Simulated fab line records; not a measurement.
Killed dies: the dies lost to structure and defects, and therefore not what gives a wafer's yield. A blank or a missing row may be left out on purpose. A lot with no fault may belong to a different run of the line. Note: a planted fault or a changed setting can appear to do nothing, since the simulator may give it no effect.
fab line records	flow n5Finfet
[record] lots = 6	wafers = 18	lastDay = 18
route steps=1938 shown SDB@352 BEOL_M4@1111
lots untouched by any fault: they come from a run of this same line in which no faults occurred
startH: hours from the record's opening day to when the first of the lot's shown wafers began	waitH: hours elapsed since this lot's preceding step	" identical to the entry in the row above	L1.1+2: a single row standing in for several wafers	- no value, or no start was given	* or withheld: withheld	< > ~ a bound
route shown NAME@n: a module of which the file shows steps, and the number in the route of the first	usual: mean/standard deviation of fault-free wafers	same: alike in all rows	chamber/n: place in a boat	sites: each site's reading	_std_site: standard deviation across them	_edge_site: mean of outer sites minus mean of inner sites	radiusMm: how far each site lies from the wafer's centre	mask NAME#n: copy n	behind: the most recent tool/chamber to have shaped the wafer	hold: the reason the lot was held/the length of the hold in hours/how it ended	device: transistor that didn't switch, given as n, p or np	end of line: the same wafers' tests at the end of the route	a step with no rows: only its recipe	killed: at the first sort, the dies lost to defects and structure; wafer yield is something else	map: dies across one wafer; x = killed, . = not, _ = none there
set.NAME: the setting the step ran with; set.NAME@STEP: the setting that earlier step ran with	model.NAME: the simulator's own value behind a step, which no gauge read
lots seen at some steps along the route; tables by step, rows by wafer
services: from which hour (startH, from the record's first day; less than 0 if before it) a tool's chamber was out of use, for how many hours, and why
[[steps]]
[step N5_SDB_SOFTBAKE_06]
[recipe] tempC = 110	timeS = 60	resist = CAR-ArF
[step N5_SDB_EXPOSE_08]
[recipe] maskId = SDB	na = 1.35	sourceShape = conventional	sigmaOuter = 0.5	polarization = unpolarized	doseMj = 49.6
[step N5_SDB_PEB_09]
[recipe] pebTempC = withheld	pebTimeS = 60	resist = CAR-ArF
[step N5_SDB_DEVELOP_10]
[recipe] developTimeS = 30	developer = TMAH	resist = CAR-ArF	rinseLiquid = diw	dry = airSpin	devTempC = 23
[step N5_SDB_CD_MEAS_11]
[recipe] targetCdNm = 50	landingEnergyEv = 500	detector = seInlens	polarity = opening
[usual] cdNm = 50.0/1
lot.wafer	tool	chamber	startH	waitH	cdNm
L756.2	cdSem-03	0	73.94	-	49.4
L756.5	"	0	"	"	49.9
L756.6	"	0	"	"	48.8
L766.2	cdSem-01	0	132.78	-	48.6
L766.3	"	0	"	"	47.2
L766.4	"	0	"	"	48.0
L773.1	cdSem-03	0	177.80	-	50.6
L773.2	"	0	"	"	49.5
L773.5	"	0	"	"	48.8
L776.1	cdSem-01	0	195.80	-	51.5
L776.3	"	0	"	"	51.8
L776.5	"	0	"	"	50.0
L777.1	cdSem-02	0	205.20	-	50.2
L777.3	"	0	"	"	50.1
L777.4	"	0	"	"	49.5
L778.4	cdSem-01	0	209.46	-	50.9
L778.5	"	0	"	"	51.0
L778.6	"	0	"	"	49.7
[step N5_SDB_OVL_MEAS_12]
[recipe] pointsPerWafer = 44
[usual] SDB_OVL = 0.5/0.64
lot.wafer	tool	chamber	startH	waitH	SDB_OVL[nm]
L756.2	overlay-02	0	73.97	0.0	0.5
L756.5	"	0	"	"	0.2
L756.6	"	0	"	"	0.7
L766.2	overlay-02	0	132.81	0.0	1.2
L766.3	"	0	"	"	0.0
L766.4	"	0	"	"	0.3
L773.1	overlay-01	0	177.83	0.0	-0.1
L773.2	"	0	"	"	0.2
L773.5	"	0	"	"	1.4
L776.1	overlay-01	0	195.83	0.0	0.3
L776.3	"	0	"	"	-0.1
L776.5	"	0	"	"	-1.0
L777.1	overlay-02	0	205.23	0.0	0.8
L777.3	"	0	"	"	-0.8
L777.4	"	0	"	"	1.3
L778.4	overlay-02	0	209.49	0.0	0.1
L778.5	"	0	"	"	0.1
L778.6	"	0	"	"	1.3
[step N5_SDB_INSPECT_13]
[recipe] mode = adi	inspectInstrument = brightfield
[usual] rawDefectCount = 86/38
lot.wafer	tool	chamber	startH	waitH	rawDefectCount
L756.2	defectInspect-02	-	73.99	0.0	59
L756.5	"	-	"	"	101
L756.6	"	-	"	"	140
L766.2	defectInspect-01	-	132.83	0.0	41
L766.3	"	-	"	"	27
L766.4	"	-	"	"	38
L773.1	defectInspect-02	-	177.86	0.0	103
L773.2	"	-	"	"	69
L773.5	"	-	"	"	63
L776.1	defectInspect-01	-	195.86	0.0	51
L776.3	"	-	"	"	50
L776.5	"	-	"	"	31
L777.1	defectInspect-01	-	205.26	0.0	75
L777.3	"	-	"	"	72
L777.4	"	-	"	"	89
L778.4	defectInspect-02	-	209.51	0.0	19
L778.5	"	-	"	"	50
L778.6	"	-	"	"	79
[step N5_SDB_DESCUM_16]
[recipe] chemistry = O2	timeS = 7.9	sourcePowerW = 50	biasPowerW = 20	pressureMtorr = 20	rfFrequencyHz = 2.712e+07	tempC = 40	resist = CAR-ArF	o2FlowSccm = 225
[usual] biasPowerW = 20.00/0.058	drypumpMotorCurrentA = 5.8/0.52	oesProductAu = 0.79/0.087	rfFwdPowerW = 49.32/0.23	rfVppV = 243.8/1.5	showerheadPlenumPTorr = 2.13/0.074	tempC = 40.00/0.11	throttleValvePct = 20.38/0.22
lot.wafer	tool	chamber	startH	waitH	biasPowerW	drypumpMotorCurrentA	oesProductAu	rfFwdPowerW	rfHoursCounterH	rfVppV	showerheadPlenumPTorr	tempC	throttleValvePct
L756.2	rieDiel-06	1	74.02	0.0	19.96	6.5	0.75	49.63	165	244.1	2.19	40.08	20.50
L756.5	"	1	"	"	19.91	6.6	0.75	49.69	-	244.3	2.19	39.91	20.50
L756.6	"	0	"	"	20.06	5.8	0.72	49.53	-	243.2	2.18	40.04	20.48
L766.2	rieDiel-03	1	132.87	0.0	20.04	5.5	0.72	49.20	168	245.5	2.17	40.18	20.46
L766.3	"	0	"	"	20.00	5.2	0.93	49.20	17	244.6	2.12	40.19	20.06
L766.4	"	3	"	"	20.06	6.0	0.83	49.42	87	241.6	2.04	39.93	20.57
L773.1	rieDiel-06	0	178.22	0.4	19.94	5.7	0.70	49.63	219	242.2	2.17	39.90	20.52
L773.2	"	3	"	"	20.01	5.4	0.98	49.50	2	245.1	2.25	39.92	20.43
L773.5	"	0	"	"	20.09	5.8	0.71	49.50	-	245.5	2.17	39.80	20.51
L776.1	rieDiel-06	0	195.91	0.1	20.20	5.7	0.70	49.28	224	244.1	2.16	39.82	20.54
L776.3	"	2	"	"	19.99	6.3	0.69	49.39	248	243.5	2.04	39.82	20.40
L776.5	"	3	"	"	20.07	5.4	0.94	49.72	-	245.9	2.25	40.08	20.42
L777.1	rieDiel-01	0	205.29	0.0	19.93	6.3	0.77	49.60	124	243.5	2.19	40.08	20.24
L777.3	"	1	"	"	19.96	5.8	0.66	49.25	258	241.1	1.96	39.91	20.21
L777.4	"	2	"	"	19.86	5.2	0.84	49.30	-	244.4	2.19	40.14	20.08
L778.4	rieDiel-03	2	209.54	0.0	19.97	5.0	0.81	49.02	82	243.0	2.13	39.97	20.76
L778.5	"	3	"	"	20.01	6.0	0.80	49.30	-	242.9	2.04	39.87	20.58
L778.6	"	2	"	"	19.91	5.0	0.81	49.08	-	242.8	2.13	40.02	20.77
[step N5_SDB_ETCH_17]
[recipe] chemistry = CF4	target = SiARC	targetDepthA = 234	maskMaterial = CAR-ArF	timeS = 39	ionEnergyEv = 80	pressureMtorr = 40	sourceW = 545	biasW = 36	Ar_flow_sccm = 100	cf4FlowSccm = 100	ends = cleared
[usual] cf4FlowSccm = 99.99/0.29	drypumpMotorCurrentA = 5.8/0.52	etchRfOnTimeS = 38.7/0.9	mfcArSccm = 100.02/0.29	oesProductAu = 0.67/0.074	rfFwdPowerW = 533.8/2.9	rfVppV = 184.4/1.2	showerheadPlenumPTorr = 2.18/0.069	throttleValvePct = 15.57/0.17
lot.wafer	tool	chamber	startH	waitH	cf4FlowSccm	drypumpMotorCurrentA	etchRfOnTimeS	mfcArSccm	oesProductAu	rfFwdPowerW	rfHoursCounterH	rfVppV	showerheadPlenumPTorr	throttleValvePct
L756.2	rieDiel-06	1	74.06	0.0	100.25	6.6	38.3	100.37	0.65	536.9	165	184.0	2.21	15.57
L756.5	"	1	"	"	100.12	6.6	38.1	100.60	0.65	536.4	-	184.7	2.21	15.58
L756.6	"	0	"	"	99.73	5.7	38.7	100.18	0.61	536.7	-	186.0	2.22	15.62
L766.2	rieDiel-03	1	132.90	0.0	99.78	5.5	37.8	99.81	0.63	535.6	168	185.4	2.21	15.64
L766.3	"	0	"	"	99.73	5.2	39.8	99.83	0.77	536.4	17	184.1	2.17	15.26
L766.4	"	3	"	"	99.94	6.0	37.6	99.77	0.71	532.9	87	182.5	2.07	15.57
L773.1	rieDiel-06	0	178.26	0.0	99.82	5.7	38.7	99.72	0.59	535.9	219	184.4	2.21	15.70
L773.2	"	3	"	"	99.61	5.3	39.5	100.59	0.83	536.5	2	186.4	2.28	15.38
L773.5	"	0	"	"	99.65	5.8	38.9	99.98	0.59	535.3	-	185.2	2.21	15.69
L776.1	rieDiel-06	0	195.95	0.0	100.63	5.7	39.0	100.10	0.59	539.3	224	184.6	2.21	15.69
L776.3	"	2	"	"	99.30	6.3	39.9	100.20	0.58	531.8	248	183.0	2.10	15.76
L776.5	"	3	"	"	99.83	5.4	40.1	100.08	0.81	537.0	-	185.2	2.27	15.38
L777.1	rieDiel-01	0	205.33	0.0	100.12	6.3	40.1	99.98	0.64	538.4	124	184.0	2.23	15.45
L777.3	"	1	"	"	99.95	5.8	39.4	100.06	0.56	534.1	258	182.8	2.04	15.69
L777.4	"	2	"	"	100.20	5.2	38.0	100.04	0.73	531.9	-	185.9	2.26	15.41
L778.4	rieDiel-03	2	209.58	0.0	99.89	5.0	38.4	99.98	0.70	530.3	82	184.0	2.17	15.82
L778.5	"	3	"	"	100.23	6.0	38.2	99.59	0.69	531.4	-	183.8	2.07	15.63
L778.6	"	2	"	"	99.40	5.0	38.5	100.06	0.70	531.3	-	185.1	2.17	15.83
[step N5_SDB_ETCH_18]
[recipe] chemistry = N2/H2	target = SOC	targetDepthA = 1000	overetchA = 200	maskMaterial = SiARC	tempC = 40	timeS = 150	ionEnergyEv = 200	pressureMtorr = 30	sourceW = 840	biasW = 150	n2FlowSccm = 200	h2FlowSccm = 200
[usual] drypumpMotorCurrentA = 5.8/0.52	oesProductAu = 0.70/0.076	rfFwdPowerW = 837.0/2.6	rfVppV = 525.1/2.6	showerheadPlenumPTorr = 2.58/0.096	tempC = 40.01/0.12	throttleValvePct = 17.76/0.22
lot.wafer	tool	chamber	startH	waitH	drypumpMotorCurrentA	oesProductAu	rfFwdPowerW	rfHoursCounterH	rfVppV	showerheadPlenumPTorr	tempC	throttleValvePct
L756.2	rieDiel-06	1	74.09	0.0	6.6	0.68	841.7	165	525.9	2.64	40.16	17.70
L756.5	"	1	"	"	6.6	0.68	838.2	-	528.3	2.64	40.18	17.68
L756.6	"	0	"	"	5.8	0.65	839.7	-	526.2	2.63	39.86	17.82
L766.2	rieDiel-03	1	132.94	0.0	5.5	0.65	833.6	168	527.2	2.64	39.91	17.86
L766.3	"	0	"	"	5.2	0.83	836.1	17	526.2	2.59	40.20	17.52
L766.4	"	3	"	"	6.0	0.73	834.6	87	521.9	2.45	40.11	17.62
L773.1	rieDiel-06	0	178.29	0.0	5.7	0.62	832.4	219	524.9	2.62	39.84	17.89
L773.2	"	3	"	"	5.4	0.87	833.0	2	529.3	2.70	40.00	17.57
L773.5	"	0	"	"	5.7	0.62	833.9	-	525.8	2.62	39.90	17.89
L776.1	rieDiel-06	0	195.98	0.0	5.8	0.61	834.8	224	525.3	2.62	40.10	17.89
L776.3	"	2	"	"	6.3	0.62	834.3	248	522.5	2.51	39.98	18.08
L776.5	"	3	"	"	5.4	0.85	835.7	-	529.5	2.70	40.13	17.60
L777.1	rieDiel-01	0	205.36	0.0	6.3	0.68	837.8	124	526.7	2.66	40.21	17.62
L777.3	"	1	"	"	5.8	0.60	836.0	258	518.8	2.38	40.10	17.55
L777.4	"	2	"	"	5.2	0.75	840.0	-	529.6	2.71	40.02	17.73
L778.4	rieDiel-03	2	209.61	0.0	5.0	0.72	831.5	82	524.1	2.59	39.86	18.20
L778.5	"	3	"	"	6.0	0.71	833.0	-	520.7	2.44	39.89	17.67
L778.6	"	2	"	"	5.0	0.72	833.8	-	524.6	2.59	40.00	18.19
[step N5_SDB_STRIP_19]
[recipe] chemistry = N2/H2	tempC = 40	n2FlowSccm = 200	h2FlowSccm = 200	rfFrequencyHz = 6e+07
[step N5_SDB_STRIP_21]
[recipe] chemistry = CF4	resist = SiARC	powerW = 300	biasPowerW = 75	pressureMtorr = 50	cf4FlowSccm = 150	rfFrequencyHz = 6e+07
[usual] biasPowerW = 75.03/0.24	cf4FlowSccm = 149.9/0.42	drypumpMotorCurrentA = 5.8/0.52	oesProductAu = 0.77/0.084	rfFwdPowerW = 292.5/0.89	rfVppV = 271.8/1.6	showerheadPlenumPTorr = 1.82/0.061	throttleValvePct = 13.54/0.18
lot.wafer	tool	chamber	startH	waitH	biasPowerW	cf4FlowSccm	drypumpMotorCurrentA	oesProductAu	rfFwdPowerW	rfHoursCounterH	rfVppV	showerheadPlenumPTorr	throttleValvePct
L756.2	rieDiel-06	1	74.23	0.0	75.09	149.5	6.6	0.75	292.8	165	273.3	1.85	13.53
L756.5	"	1	"	"	75.05	148.8	6.6	0.74	292.7	-	272.5	1.85	13.54
L756.6	"	0	"	"	75.41	149.9	5.7	0.71	292.2	-	272.5	1.86	13.61
L766.2	rieDiel-03	1	133.07	0.0	74.91	150.3	5.5	0.72	293.2	168	272.0	1.87	13.68
L766.3	"	0	"	"	74.77	149.0	5.2	0.92	292.9	18	273.0	1.83	13.23
L766.4	"	3	"	"	75.25	149.3	5.9	0.81	292.8	87	271.7	1.72	13.47
L773.1	rieDiel-06	0	178.43	0.0	75.13	149.6	5.7	0.69	291.4	219	272.0	1.85	13.69
L773.2	"	3	"	"	74.85	150.2	5.4	0.97	292.6	2	273.0	1.91	13.30
L773.5	"	0	"	"	74.87	150.0	5.7	0.69	291.5	-	272.7	1.85	13.68
L776.1	rieDiel-06	0	196.12	0.0	75.09	150.2	5.8	0.68	292.5	224	271.7	1.85	13.69
L776.3	"	2	"	"	74.93	149.3	6.3	0.68	293.9	248	271.0	1.76	13.74
L776.5	"	3	"	"	74.93	149.9	5.4	0.94	292.7	-	273.8	1.90	13.33
L777.1	rieDiel-01	0	205.50	0.0	75.18	150.3	6.3	0.76	292.8	124	272.3	1.86	13.44
L777.3	"	1	"	"	74.94	150.0	5.7	0.65	292.0	258	270.7	1.71	13.69
L777.4	"	2	"	"	74.75	150.3	5.2	0.83	292.8	-	273.4	1.90	13.38
L778.4	rieDiel-03	2	209.75	0.0	74.78	149.9	5.0	0.80	293.7	82	270.8	1.81	13.72
L778.5	"	3	"	"	75.19	150.1	6.0	0.79	292.1	-	270.3	1.72	13.52
L778.6	"	2	"	"	75.22	149.5	5.0	0.80	293.6	-	270.9	1.81	13.74
[step N5_SDB_HM_OPEN_20]
[recipe] chemistry = CH3F/O2	target = SiNx	maskMaterial = SOC	targetDepthA = 240	stopOn = poly-Si	overEtchFrac = 0.4	ionEnergyEv = 120	pressureMtorr = 30	sourceW = 395	biasW = 73	Ar_flow_sccm = 150	CH3F_flow_sccm = 30	O2_flow_sccm = 20
[usual] drypumpMotorCurrentA = 5.8/0.52	mfcArSccm = 150.0/0.47	oes_f_703_au = 0.79/0.084	oesProductAu = 0.64/0.069	rfFwdPowerW = 391.7/1.3	rfVppV = 297/6.4	showerheadPlenumPTorr = 2.04/0.065	throttleValvePct = 16.31/0.18
lot.wafer	tool	chamber	startH	waitH	drypumpMotorCurrentA	mfcArSccm	oes_f_703_au	oesProductAu	rfFwdPowerW	rfHoursCounterH	rfVppV	showerheadPlenumPTorr	throttleValvePct	model.SOC_of_SDB_COAT_03.thkNm
L756.2	rieDiel-06	1	74.25	0.0	6.6	149.6	0.74	0.63	392.8	165	309	2.08	16.36	84.6
L756.5	"	1	"	"	6.6	150.2	0.74	0.61	394.0	-	309	2.08	16.36	84.2
L756.6	"	0	"	"	5.8	149.3	0.68	0.61	393.3	-	307	2.08	16.37	84.6
L766.2	rieDiel-03	1	133.09	0.0	5.5	151.3	0.77	0.60	390.7	168	299	2.06	16.30	84.2
L766.3	"	0	"	"	5.2	150.9	0.90	0.75	392.9	18	300	2.02	15.95	84.4
L766.4	"	3	"	"	6.0	149.9	0.84	0.69	393.5	87	295	1.95	16.40	84
L773.1	rieDiel-06	0	178.45	0.0	5.8	149.9	0.66	0.57	390.9	219	308	2.07	16.43	83.4
L773.2	"	3	"	"	5.4	149.5	0.95	0.79	392.9	2	294	2.13	16.09	87.8
L773.5	"	0	"	"	5.7	149.6	0.66	0.57	392.5	-	306	2.07	16.42	83.6
L776.1	rieDiel-06	0	196.14	0.0	5.8	149.7	0.66	0.57	393.1	224	306	2.07	16.44	83.6
L776.3	"	2	"	"	6.3	150.0	0.70	0.57	391.7	248	289	1.97	16.46	84
L776.5	"	3	"	"	5.4	149.4	0.94	0.78	391.9	-	293	2.13	16.11	87.8
L777.1	rieDiel-01	0	205.52	0.0	6.3	150.6	0.75	0.62	391.6	124	298	2.09	16.21	84.8
L777.3	"	1	"	"	5.8	150.1	0.69	0.54	391.7	258	286	1.90	16.41	84.8
L777.4	"	2	"	"	5.2	150.0	0.86	0.68	391.2	-	298	2.11	16.14	83.6
L778.4	rieDiel-03	2	209.77	0.0	5.0	150.5	0.83	0.66	389.0	82	292	2.04	16.62	83.4
L778.5	"	3	"	"	5.9	150.0	0.82	0.64	391.6	-	295	1.94	16.44	84
L778.6	"	2	"	"	5.0	150.1	0.83	0.66	390.0	-	290	2.04	16.62	83.6
[step N5_SDB_STRIP_22]
[recipe] chemistry = N2/H2	powerW = 1000	tempC = 250	h2Frac = 0.65	overashFraction = 0.3	pressureMtorr = withheld	n2FlowSccm = 1750	h2FlowSccm = 3250
[usual] drypumpMotorCurrentA = 5.9/0.3	heaterPowerW = 346/34	oesProductAu = 0.715/0.0047	stripTimeToEndpointS = 96.2/0.42	tempC = 249.99/0.19
lot.wafer	tool	chamber	startH	waitH	drypumpMotorCurrentA	heaterPowerW	oesProductAu	rfHoursCounterH	stripTimeToEndpointS	tempC
L756.2	plasmaAsher-02	1	74.33	0.1	5.8	302	0.722	86	96.8	249.78
L756.5	"	1	"	"	5.7	303	0.720	-	96.4	250.11
L756.6	"	0	"	"	6.3	366	0.715	-	96.7	250.00
L766.2	plasmaAsher-01	1	133.17	0.1	5.4	334	0.715	48	96.3	250.13
L766.3	"	0	"	"	6.0	396	0.708	-	96.6	250.03
L766.4	"	1	"	"	5.4	340	0.709	-	96.2	250.10
L773.1	plasmaAsher-02	1	178.53	0.1	5.8	306	0.725	106	95.7	250.11
L773.2	"	0	"	"	6.3	362	0.715	106	99.8	250.27
L773.5	"	0	"	"	6.3	357	0.717	-	95.8	250.33
L776.1	plasmaAsher-02	0	196.22	0.1	6.3	363	0.712	108	95.8	250.02
L776.3	"	0	"	"	6.3	371	0.719	-	96.1	250.12
L776.5	"	1	"	"	5.8	306	0.717	-	99.7	249.73
L777.1	plasmaAsher-02	0	205.60	0.1	6.3	362	0.711	111	96.9	249.97
L777.3	"	0	"	"	6.3	359	0.715	-	97.0	250.30
L777.4	"	1	"	"	5.8	307	0.711	-	95.9	250.19
L778.4	plasmaAsher-02	1	209.89	0.1	5.8	300	0.703	-	95.6	250.09
L778.5	"	1	"	"	5.8	311	0.712	-	96.2	249.85
L778.6	"	0	"	"	6.3	356	0.714	-	95.7	250.15
[step N5_SDB_PRECLEAN_23]
[recipe] chemistry = dHF	timeS = 30	tempC = 25	dilution = withheld
[step N5_BEOL_M4_RC_MEAS_101]
[usual] DIBL_N = 35.7/1.5	DIBL_P = 35.7/2	IOFF_N = 0.155/0.026	IOFF_P = 0.20/0.031	ION_N = 675/11	ION_P = 462/7.1	SS_N = 71.3/0.57	SS_P = 73.1/0.56	VT_N = 250/3	VT_P = -251/3
lot.wafer	tool	chamber	startH	waitH	DIBL_N[mV/V]	DIBL_P[mV/V]	IOFF_N[nA/um]	IOFF_P[nA/um]	ION_N[uA/um]	ION_P[uA/um]	SS_N[mV/dec]	SS_P[mV/dec]	VT_N[mV]	VT_P[mV]
L756.2	prober-01	0	185.44	0.2	35.0	33.7	0.139	0.17	665	450	71.1	72.8	254	-255
L756.5	"	0	"	"	38.3	38.5	0.208	0.25	685	462	71.3	73.7	247	-247
L756.6	"	0	"	"	37.4	37.2	0.175	0.23	667	460	71.7	73.2	250	-250
L766.2	prober-02	0	233.88	0.2	35.6	34.6	0.150	0.19	675	460	71.9	73.2	249	-251
L766.3	"	0	"	"	35.5	34.0	0.138	0.18	673	461	70.7	73.1	252	-253
L766.4	"	0	"	"	35.2	33.9	0.131	0.18	662	459	71.0	72.7	253	-251
L773.1	prober-02	0	292.94	0.0	33.0	34.1	0.122	0.14	677	453	70.5	72.4	253	-258
L773.2	"	0	"	"	34.8	35.4	0.139	0.15	673	452	71.1	72.5	253	-258
L773.5	"	0	"	"	33.7	34.6	0.132	0.15	679	456	71.4	73.2	251	-257
L777.1	prober-01	0	311.54	0.0	35.2	36.7	0.138	0.18	667	453	70.6	72.6	251	-255
L777.3	"	0	"	"	36.4	37.6	0.163	0.20	668	456	71.3	72.7	248	-251
L777.4	"	0	"	"	36.4	38.7	0.166	0.21	689	468	71.1	73.5	246	-253
L776.1	prober-02	0	311.93	0.0	36.3	37.6	0.193	0.26	693	474	71.5	73.7	245	-245
L776.3	"	0	"	"	35.5	35.5	0.161	0.22	678	457	71.8	72.8	249	-248
L776.5	"	0	"	"	33.8	34.1	0.143	0.20	677	466	70.8	72.3	250	-251
L778.4	prober-02	0	320.53	0.5	37.1	38.4	0.175	0.22	669	457	71.6	73.4	249	-252
L778.5	"	0	"	"	35.9	37.9	0.164	0.20	681	462	71.2	73.8	250	-252
L778.6	"	0	"	"	38.2	40.2	0.214	0.26	680	464	72.1	74.0	244	-248
[[services]]
tool	chamber	startH	hours	kind
rieDiel-03	0	59.05	-	clean
rieDiel-03	0	59.05	-	consumableReplace:focusRing
rieDiel-03	0	59.05	20.3	scheduledDown
rieDiel-03	0	59.05	20.3	ventCycle
rieDiel-01	1	66.24	16.2	repair
rieDiel-06	0	95.43	9.2	repair
rieDiel-01	0	107.19	29.5	repair
rieDiel-06	3	136.50	-	clean
rieDiel-06	3	136.50	-	consumableReplace:focusRing
rieDiel-06	3	136.50	-	consumableReplace:showerhead
rieDiel-06	3	136.50	34.7	scheduledDown
rieDiel-06	3	136.50	34.7	ventCycle
rieDiel-06	2	169.03	5.1	repair
rieDiel-01	3	172.08	16.0	repair
rieDiel-01	1	175.77	9.0	repair
rieDiel-06	-	183.10	0.2	repair
rieDiel-03	3	184.82	4.3	repair
rieDiel-01	3	188.14	-	clean
rieDiel-01	3	188.14	-	consumableReplace:focusRing
plasmaAsher-01	-	197.93	1.5	repair
rieDiel-06	2	200.19	-	clean
rieDiel-06	2	200.19	-	consumableReplace:focusRing
rieDiel-06	2	200.19	17.7	scheduledDown
rieDiel-06	2	200.19	17.7	ventCycle
[[key]]
[firstSign] step = N5_SDB_STRIP_22	reading = stripTimeToEndpointS	direction = up	sigmas = 8.3	usual = *	struck = *
effect none on later readings
[modelEffect] step = N5_SDB_HM_OPEN_20	value = SOC_of_SDB_COAT_03.thkNm	without = 84.1	struck = 87.8
metAt N5_SDB_HM_OPEN_20
struckWafers L773.2,L776.5
sortLeftOut L773.2,L776.5
[fault] kind = processParameterDrift	tool = rieDiel-06	chamber = 3	onsetH = 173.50	steps = N5_SDB_HM_OPEN_20	channel = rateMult	offset = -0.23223	shape = step	endH = 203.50
// sortLeftOut: the simulated sort isn't trusted on such a fault, so these wafers' sort isn't shown, and their yield isn't known
